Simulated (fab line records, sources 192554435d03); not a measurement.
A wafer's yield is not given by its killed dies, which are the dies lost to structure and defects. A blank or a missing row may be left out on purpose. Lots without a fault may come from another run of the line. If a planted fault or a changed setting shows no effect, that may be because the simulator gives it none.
fab line records | flow n5-finfet
record: lots: 10 wafers: 28 last-day: 17
route steps=1938 shown ILD0@338 SDB@356 BEOL_M4@1111
lots that met no fault: from a run of the same line without faults
start-h: hours from the record's opening day to when the first of the lot's shown wafers began | wait-h: time in hours since the lot's previous step | " the same as in the row above | L1.1+2: one row covering several wafers at once | - no value, or no start was given | * or withheld: withheld | < > ~ a bound
route shown NAME@n: a module of which the file shows steps, and the number in the route of the first | usual: the fault-free wafers' mean and standard deviation | same: alike in all rows | chamber/n: place in a boat | sites: per-site readings | _std_site: standard deviation across them | _edge_site: the outer-site mean with the inner-site mean subtracted | radius-mm: for every site, how far away it sits from the centre of the wafer | mask NAME#n: copy n | behind: tool/chamber where the wafer was last shaped | hold: what put the lot on hold/how long, in hours/how the hold closed | device: names the non-switching transistor (n, p or np) | end of line: the route-end tests of the same wafers | a step with no rows: only its recipe | killed: at the first sort, the dies lost to defects and structure; wafer yield is something else | map: shows each die of a wafer: x if killed, . if not, _ if none is there
set.NAME: the run value of the setting; set.NAME@STEP: its run value at that earlier step | model.NAME: the simulator's own value behind a step, which no gauge read
a sample of lots followed through the steps of the route, with each step as a table and each wafer as a row
services: the hour from which a tool's chamber was out of use, counted from the record's first day as start-h (under 0 if before that day), plus the number of hours and why
== steps ==
step: N5_ILD0_CMP_03
recipe: stop-on: SiNx t-overpolish-s: 1.9 post-cmp-clean: alkaline-brush down-force-psi: 4.1491 platen-rpm: 51.796 pad-velocity-m-s: 1.0306 target-thk-nm: 197.38
usual: motor-current-A: 12.5/1.2 overpolish-run-s: 1.900/0.0096 pad-life-wafers: 1002/580 retaining-ring-pressure-frac: 1.000/0.0056 slurry-filter-dp-kPa: 13.50/0.15 time-to-endpoint-s: 70/4.8
columns lot.wafer tool chamber start-h wait-h motor-current-A overpolish-run-s pad-life-wafers retaining-ring-pressure-frac slurry-filter-dp-kPa time-to-endpoint-s
L758.3 cmp-03 1 67.79 0.1 12.0 1.907 307 0.993 13.75 71
L758.5 " 1 " " 11.8 1.890 - 1.003 13.27 70
L760.2 cmp-03 3 78.16 0.0 13.1 1.904 354 1.006 13.58 66
L760.3 " 0 " " 13.7 1.901 355 1.002 13.90 63
L760.1 " 2 " " 13.8 1.905 357 0.990 13.51 70
L761.3 cmp-02 1 89.35 0.1 13.0 1.911 1766 0.999 13.52 73
L761.6 " 3 " " 13.2 1.887 - 0.995 13.49 71
L761.5 " 0 " " 11.1 1.908 - 1.007 13.67 70
L764.3 cmp-02 2 108.33 0.1 12.4 1.907 1897 1.003 13.48 70
L764.1 " 3 " " 12.0 1.889 1898 0.998 13.72 66
L764.2 " 0 " " 11.2 1.915 1899 0.997 13.28 67
L765.1 cmp-03 1 113.18 0.1 12.3 1.884 632 1.000 13.22 66
L765.3 " 2 " " 13.7 1.911 633 1.004 13.78 72
L765.6 " 0 " " 13.2 1.882 - 0.997 13.60 63
L766.2 cmp-01 2 115.68 0.2 11.0 1.904 1167 0.999 13.70 73
L766.5 " 3 " " 13.9 1.902 - 1.001 13.59 76
L766.6 " 0 " " 10.6 1.897 - 1.002 13.21 74
L768.2 cmp-01 1 128.07 0.0 13.5 1.903 1272 0.999 13.42 77
L768.1 " 0 " " 10.2 1.901 1275 0.997 13.47 80
L768.5 " 2 " " 11.7 1.893 - 0.990 13.88 74
L771.2 cmp-02 1 146.06 0.1 13.0 1.909 57 0.992 13.33 63
L771.5 " 2 " " 12.4 1.908 - 1.006 13.41 62
L771.6 " 3 " " 11.3 1.894 - 1.009 13.28 61
L776.1 cmp-02 3 178.31 0.1 12.0 1.899 343 1.003 13.71 63
L776.3 " 0 " " 11.2 1.907 344 0.997 13.38 63
L777.1 cmp-01 2 182.84 0.0 10.9 1.899 1680 1.007 13.38 67
L777.2 " 1 " " 13.6 1.886 1683 1.016 13.56 67
L777.5 " 2 " " 11.3 1.900 - 0.997 13.46 66
step: N5_SDB_CD_MEAS_11
recipe: target-cd-nm: 50 landing-energy-ev: 500 detector: se-inlens polarity: opening
usual: cd-nm: 50.3/1.1
columns lot.wafer tool chamber start-h wait-h cd-nm
L758.3 cd-sem-03 0 72.10 - 47.9
L758.5 " 0 " " 48.3
L760.1 cd-sem-01 0 82.50 - 50.9
L760.2 " 0 " " 47.9
L760.3 " 0 " " 49.9
L761.3 cd-sem-01 0 93.85 - 51.3
L761.5 " 0 " " 51.9
L761.6 " 0 " " 52.1
L764.1 cd-sem-03 0 112.63 - 50.2
L764.2 " 0 " " 50.4
L764.3 " 0 " " 51.1
L765.1 cd-sem-03 0 117.32 - 49.8
L765.3 " 0 " " 50.4
L765.6 " 0 " " 49.1
L766.2 cd-sem-03 0 119.82 - 50.6
L766.5 " 0 " " 51.3
L766.6 " 0 " " 49.9
L768.1 cd-sem-03 0 132.41 - 50.2
L768.2 " 0 " " 49.5
L768.5 " 0 " " 50.9
L771.2 cd-sem-02 0 150.29 - 52.5
L771.5 " 0 " " 51.9
L771.6 " 0 " " 52.1
L776.1 cd-sem-02 0 182.49 - 50.7
L776.3 " 0 " " 51.5
L777.1 cd-sem-02 0 187.07 - 51.4
L777.2 " 0 " " 51.1
L777.5 " 0 " " 52.0
step: N5_SDB_DESCUM_16
recipe: chemistry: O2 time-s: 7.9 source-power-w: 50 bias-power-w: 20 pressure-mtorr: 20 rf-frequency-hz: 2.712e+07 temp-c: 40 resist: CAR-ArF o2-flow-sccm: 225
usual: bias-power-w: 20.00/0.057 drypump-motor-current-A: 5.7/0.64 oes-product-au: 0.84/0.1 rf-vpp-V: 242.6/1.3 showerhead-plenum-p-Torr: 2.06/0.069 throttle-valve-pct: 20.43/0.21
columns lot.wafer tool chamber start-h wait-h bias-power-w drypump-motor-current-A oes-product-au rf-hours-counter-h rf-vpp-V showerhead-plenum-p-Torr throttle-valve-pct
L758.3 rie-diel-04 2 72.19 0.0 20.06 5.8 0.72 186 242.2 2.06 20.46
L758.5 " 0 " " 20.01 5.5 0.78 - 241.9 2.01 20.33
L760.1 rie-diel-03 3 82.59 0.0 20.02 6.5 0.68 248 241.8 1.97 20.54
L760.2 " 0 " " 19.98 5.0 1.00 1 244.9 2.16 20.61
L760.3 " 1 " " 20.01 6.5 0.71 190 241.4 1.98 20.57
L761.3 rie-diel-06 1 93.94 0.0 20.01 4.8 0.86 63 241.8 2.02 20.29
L761.5 " 2 " " 19.96 5.4 0.74 - 242.2 1.98 20.54
L761.6 " 3 " " 19.83 6.7 0.70 - 243.1 2.08 20.82
L764.1 rie-diel-04 1 113.17 0.5 20.01 6.1 0.90 31 242.6 2.06 20.34
L764.2 " 0 " " 19.97 5.5 0.76 121 241.7 2.01 20.35
L764.3 " 2 " " 20.11 5.8 0.70 201 243.0 2.06 20.49
L765.1 rie-diel-04 2 117.50 0.1 20.03 5.9 0.71 202 243.1 2.06 20.49
L765.3 " 0 " " 19.92 5.5 0.77 123 240.2 2.00 20.37
L765.6 " 1 " " 20.05 6.1 0.89 - 243.4 2.06 20.32
L766.2 rie-diel-03 1 119.90 0.0 19.99 6.6 0.70 208 241.5 1.98 20.58
L766.5 " 0 " " 20.02 5.0 0.93 - 243.5 2.16 20.63
L766.6 " 1 " " 20.01 6.6 0.71 - 241.1 1.98 20.58
L768.1 rie-diel-03 0 132.50 0.0 19.92 5.0 0.94 22 244.7 2.15 20.63
L768.2 " 3 " " 20.10 6.6 0.99 4 245.5 2.23 20.05
L768.5 " 2 " " 19.87 4.8 0.94 - 242.0 2.07 20.08
L771.2 rie-diel-06 0 150.38 0.0 19.99 5.2 0.86 51 242.4 2.03 20.35
L771.5 " 2 " " 20.05 5.4 0.73 - 241.7 1.97 20.57
L771.6 " 0 " " 20.05 5.2 0.86 - 241.7 2.03 20.35
L776.1 rie-diel-06 3 182.58 0.0 19.99 6.7 0.97 13 243.2 2.07 20.51
L776.3 " 1 " " 20.06 4.8 0.82 95 243.1 2.01 20.35
L777.1 rie-diel-03 1 187.24 0.1 19.99 6.5 0.68 231 240.7 1.97 20.63
L777.2 " 0 " " 20.00 5.0 0.87 42 244.5 2.15 20.67
L777.5 " 2 " " 19.97 4.8 0.89 - 242.6 2.06 20.11
step: N5_SDB_ALD_29
recipe: material: SiNx target-thk-a: 300 temp-c: 400 ald-precursor-family: SiH2I2 ald-co-reactant: N2/H2-plasma pulse-time-s: 1 ald-cycles: 600 purge-time-s: 2 co-reactant-purge-time-s: 2 pressure-torr: 2
usual: ald-cycles: 600/0 heater-power-w: 822/84 precursor-pulse-height-rel: 1.003/0.02
same: purge-time-s: 2
columns lot.wafer tool chamber start-h wait-h ald-cycles heater-power-w precursor-pulse-height-rel
L758.3 ald-sin-04 0 73.09 0.0 600 672 1.021
L758.5 " 2 74.44 1.4 600 853 1.024
L760.1 ald-sin-02 2 83.43 0.0 600 814 1.009
L760.2 " 0 " " 600 698 1.004
L760.3 " 1 " " 600 820 0.994
L761.3 ald-sin-04 3 94.83 0.1 600 941 0.993
L761.5 " 2 96.19 1.5 600 835 0.989
L761.6 " 3 " " 600 931 0.996
L764.1 ald-sin-02 2 113.97 0.0 600 824 1.016
L764.2 " 1 " " 600 828 1.006
L764.3 " 0 " " 600 706 1.005
L765.1 ald-sin-03 0 118.30 0.0 600 724 0.988
L765.3 " 3 " " 600 782 1.010
L765.6 " 0 119.65 1.4 600 730 0.993
L766.2 ald-sin-02 0 120.70 0.0 600 708 0.997
L766.5 " 3 122.05 1.4 600 808 1.002
L766.6 " 0 " " 600 695 0.987
L768.1 ald-sin-04 2 133.39 0.0 600 866 1.029
L768.2 " 3 " " 600 936 1.008
L768.5 " 1 134.74 1.4 600 897 1.006
L771.2 ald-sin-02 2 151.17 0.0 600 842 0.989
L771.5 " 0 152.53 1.4 600 692 0.982
L771.6 " 1 " " 600 853 1.015
L776.1 ald-sin-04 3 183.37 0.0 373 945 1.051
L776.3 " 1 " " 600 907 0.974
L777.1 ald-sin-04 0 188.04 0.0 373 672 1.010
L777.2 " 1 " " 600 899 1.007
L777.5 " 1 189.39 1.4 600 902 1.004
step: N5_BEOL_M4_RC_MEAS_101
usual: DIBL_N: 36.0/1.6 DIBL_P: 36.1/2 IOFF_N: 0.160/0.029 IOFF_P: 0.21/0.039 ION_N: 675/13 ION_P: 464/8.8 SS_N: 71.5/0.58 SS_P: 73.3/0.65 VT_N: 250/3.3 VT_P: -249/3.6
columns lot.wafer tool chamber start-h wait-h DIBL_N[mV/V] DIBL_P[mV/V] IOFF_N[nA/um] IOFF_P[nA/um] ION_N[uA/um] ION_P[uA/um] SS_N[mV/dec] SS_P[mV/dec] VT_N[mV] VT_P[mV]
L758.3 prober-01 0 169.61 0.3 37.5 36.4 0.174 0.24 666 460 71.8 74.0 251 -248
L758.5 " 0 " " 36.0 34.5 0.149 0.21 667 460 71.1 72.7 251 -250
L760.1 prober-02 0 186.81 0.0 34.2 34.1 0.121 0.15 653 451 71.7 72.7 254 -259
L760.2 " 0 " " 36.3 36.7 0.150 0.18 673 456 72.6 74.0 252 -255
L760.3 " 0 " " 33.9 33.6 0.110 0.14 649 448 71.4 72.3 255 -259
L761.3 prober-02 0 191.35 0.3 33.7 35.3 0.146 0.19 678 463 71.2 73.1 250 -252
L761.5 " 0 " " 32.2 33.5 0.118 0.17 675 466 70.8 72.7 253 -250
L761.6 " 0 " " 35.7 37.8 0.175 0.23 678 463 70.7 73.7 247 -249
L764.1 prober-02 0 209.07 0.0 38.5 37.3 0.190 0.25 671 466 72.3 74.0 248 -244
L764.2 " 0 " " 37.1 36.6 0.154 0.24 660 461 72.0 73.3 250 -245
L764.3 " 0 " " 36.1 35.6 0.140 0.23 665 467 71.3 73.6 250 -242
L765.1 prober-01 0 219.96 0.0 37.1 36.8 0.180 0.20 669 454 71.5 73.3 251 -251
L765.3 " 0 " " 34.3 35.2 0.130 0.18 658 452 71.1 72.9 256 -250
L765.6 " 0 " " 34.3 34.8 0.132 0.18 672 462 71.1 73.6 251 -252
L766.2 prober-02 0 220.17 0.2 35.8 35.5 0.150 0.20 677 467 71.9 73.4 249 -253
L766.5 " 0 " " 37.9 37.8 0.186 0.24 688 472 72.2 73.6 245 -248
L766.6 " 0 " " 38.2 37.7 0.192 0.24 688 466 71.8 73.8 245 -248
L768.1 prober-01 0 236.24 0.0 38.9 40.7 0.232 0.32 697 482 72.8 74.6 244 -243
L768.2 " 0 " " 38.3 39.9 0.210 0.31 696 487 71.8 74.6 245 -243
L768.5 " 0 " " 37.0 38.5 0.171 0.26 671 474 72.0 73.7 252 -245
L771.2 prober-02 0 244.19 0.2 34.7 34.2 0.134 0.21 668 469 71.9 72.6 251 -248
L771.5 " 0 " " 35.0 33.5 0.135 0.19 665 457 71.2 72.5 252 -252
L771.6 " 0 " " 34.6 34.1 0.135 0.20 664 463 70.7 72.9 251 -251
L776.1 prober-01 0 297.94 0.0 34.8 34.0 0.146 0.17 687 463 70.9 72.3 247 -252
L776.3 " 0 " " 36.2 35.5 0.154 0.20 681 469 71.5 73.7 248 -250
L777.1 prober-02 0 301.11 0.0 35.4 35.1 0.146 0.20 695 478 71.2 72.2 249 -251
L777.2 " 0 " " 36.8 36.5 0.159 0.22 675 466 71.7 73.2 251 -248
L777.5 " 0 " " 38.6 39.2 0.210 0.27 706 479 72.0 74.0 247 -247
== services ==
columns tool chamber start-h hours kind
rie-diel-03 0 54.03 - clean
rie-diel-03 0 54.03 - consumable-replace:focus-ring
rie-diel-03 0 54.03 24.2 scheduled-down
rie-diel-03 0 54.03 24.2 vent-cycle
ald-sin-03 2 65.32 6.0 repair
cmp-03 - 71.24 4.3 repair
rie-diel-03 2 78.36 - clean
rie-diel-03 2 78.36 - consumable-replace:focus-ring
rie-diel-03 2 78.36 23.1 scheduled-down
rie-diel-03 2 78.36 23.1 vent-cycle
rie-diel-06 3 81.71 6.0 repair
ald-sin-03 - 85.89 14.0 pm
cmp-03 - 96.44 0.5 repair
rie-diel-03 - 97.60 2.8 pm
rie-diel-03 3 101.64 - clean
rie-diel-03 3 101.64 - consumable-replace:focus-ring
rie-diel-03 3 101.64 - consumable-replace:showerhead
cmp-02 - 102.12 2.7 repair
cmp-02 - 119.96 2.1 repair
rie-diel-04 1 120.81 9.9 repair
cmp-02 - 135.25 4.0 pm
rie-diel-04 0 148.13 8.1 repair
cmp-01 - 164.50 4.3 pm
cmp-01 - 173.86 3.3 repair
== key ==
first-sign: step: N5_SDB_ALD_29 reading: ald-cycles direction: down sigmas: 99+ usual: * struck: *
effect none on later readings
met-at N5_SDB_ALD_29
struck-lots L776,L777
struck-wafers L776.1,L777.1
not-acting-at N5_ILD0_CMP_03,N5_SDB_CD_MEAS_11,N5_SDB_DESCUM_16
onset-between 133.39 183.37
fault: kind: process-parameter-drift tool: ald-sin-04 chamber: - onset-h: 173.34 steps: N5_SDB_ALD_29 channel: ald-cycles offset: * shape: step end-h: 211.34 scope: struck-wafers-only acts-in: * stated: *
